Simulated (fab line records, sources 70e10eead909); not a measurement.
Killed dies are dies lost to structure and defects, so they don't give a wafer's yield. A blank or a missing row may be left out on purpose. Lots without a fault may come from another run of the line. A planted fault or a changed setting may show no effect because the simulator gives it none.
A struck lot beside a sound one | flow nand_harc | 20 steps out of a route of 1302
Sound: wafers L133.2, L133.4, L133.6. Struck: wafer L147.3. (L147.4, L147.5 of the same lot were not struck and are left out.) The cause comes at the end.
At each step with rows: each side's tool, then ch and its chambers, then its first start. Under that, the readings that differ: sound wafers | struck wafers | difference of the means | sigmas: that difference in standard deviations of wafers without a fault.
alike: readings whose means differ by less than 2 such deviations, and words and numbers that are the same on both sides. not compared: withheld readings, readings that some wafer has no value for, bounds like >300 that may hide the same value, and numbers for which the record gives no deviation and whose values overlap.
The two part at a step that has a row with sigmas, a row that says differs or no value, or rows on one side only. Numbers that don't overlap but have no deviation are shown without sigmas and don't part them. A reading that every wafer of one side lacks parts them only if that side has two wafers or more.

first, 1 step without rows for these wafers: NHARC_A_SLIT_SRD_20.
NHARC_A_SLIT_CD_MEAS_21:
  sound on cd_sem-01, day 19 20:31; struck on cd_sem-03, day 25 20:00
  alike: cd_nm
then, 3 steps without rows for these wafers: NHARC_A_SIN_REMOVE_WET_00 (chemistry H3PO4, time 15300 s); NHARC_A_SIN_REMOVE_PRECLEAN_01 (cleans in SC1); NHARC_A_SIN_REMOVE_SRD_02.
NHARC_A_SIN_REMOVE_INSPECT_04:
  sound on defect_inspect-01, day 20 01:38; struck on defect_inspect-01, day 26 02:40
  alike: raw_defect_count
NHARC_A_WL_FILL_ALD_00: deposits Al2O3, target thk 3 nm, pulse time 3 s, ald cycles 30.
  sound on ald_hk-02 ch 1,2,3, day 20 01:53; struck on ald_hk-02 ch 1, day 26 02:43
  alike: heater_power_w, precursor_pulse_height_rel
  not compared: ald_cycles
NHARC_A_WL_FILL_RTA_01: time 5 s.
  sound on rtp_anneal-02 ch 0, day 20 02:08; struck on rtp_anneal-02 ch 0, day 26 03:02
  alike: lamp_power_pct, lamp_zone_2_pct, lamp_zone_5_pct, wafer_temp_C_max
then, 1 step without rows for these wafers: NHARC_A_WL_FILL_ALD_02 (deposits TiN, target thk 2 nm, pulse time 3 s, ald cycles 100).
NHARC_A_WL_FILL_CVD_03: deposits W, target thk 40 nm, time 279 s.
  sound on cvd_w-01 ch 1, day 20 02:54; struck on cvd_w-02 ch 1, day 26 03:44
  alike: heater_power_w, mfc_wf6_sccm, throttle_valve_pct
NHARC_A_WL_FILL_ETCHBACK_04: etches the open film in NF3, target depth 60 nm, time 120 s.
  sound on rie_metal-01 ch 0,1, day 20 03:19; struck on rie_metal-02 ch 0, day 26 04:04
  reading          | sound             | struck | difference | sigmas
  run_length_s (s) | 141.3 141.2 141.5 | 177.8  | +36.5      | +79
  alike: drypump_motor_current_A, oes_product_au
  not compared: rf_hours_counter_h
then, 1 step without rows for these wafers: NHARC_A_WL_FILL_ETCHBACK_05 (etches the open film in Cl2/BCl3, target depth 22 nm, time 60 s).
NHARC_A_WL_FILL_STRIP_27: strips in N2/H2, time 20 s.
  sound on plasma_asher-01 ch 0,1, day 20 03:41; struck on plasma_asher-01 ch 0, day 26 04:26
  alike: drypump_motor_current_A, heater_power_w, temp_c
  not compared: rf_hours_counter_h
then, 4 steps without rows for these wafers: NHARC_A_WL_FILL_STRIP_28 (strips in post etch residue remover, time 1200 s); NHARC_A_WL_FILL_PRECLEAN_06 (cleans in DIW, time 300 s); NHARC_A_WL_FILL_SRD_07; NHARC_A_WL_FILL_ANNEAL_08 (time 1800 s).
NHARC_A_WL_FILL_ALD_10: deposits SiO2, target thk 50 nm, pulse time 10 s, ald cycles 500.
  sound on ald_hk-01 ch 0,1,3, day 20 09:50; struck on ald_hk-02 ch 1, day 26 10:47
  reading    | sound       | struck | difference | sigmas
  ald_cycles | 500 500 500 | 435    | -65        |
  alike: heater_power_w, precursor_pulse_height_rel
NHARC_A_WL_FILL_ETCHBACK_16: etches the open film in C4F8/O2/Ar, target depth 120 nm, time 24 s.
  sound on rie_diel-12 ch 0,2; struck on rie_diel-12 ch 2
  alike: oes_product_au, rf_vpp_V, run_length_s
  not compared: rf_hours_counter_h
then, 1 step without rows for these wafers: NHARC_END_SORT_01.

WHERE THEY PART
Only at NHARC_A_WL_FILL_ETCHBACK_04, within this record. Later steps at which nothing parts them and some readings are alike: NHARC_A_WL_FILL_STRIP_27, NHARC_A_WL_FILL_ALD_10, NHARC_A_WL_FILL_ETCHBACK_16.

WHY: what the simulator had put in
Process parameter drift: rie_metal-02, from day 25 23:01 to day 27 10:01, at NHARC_A_WL_FILL_ETCHBACK_04. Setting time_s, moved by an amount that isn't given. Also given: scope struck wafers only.
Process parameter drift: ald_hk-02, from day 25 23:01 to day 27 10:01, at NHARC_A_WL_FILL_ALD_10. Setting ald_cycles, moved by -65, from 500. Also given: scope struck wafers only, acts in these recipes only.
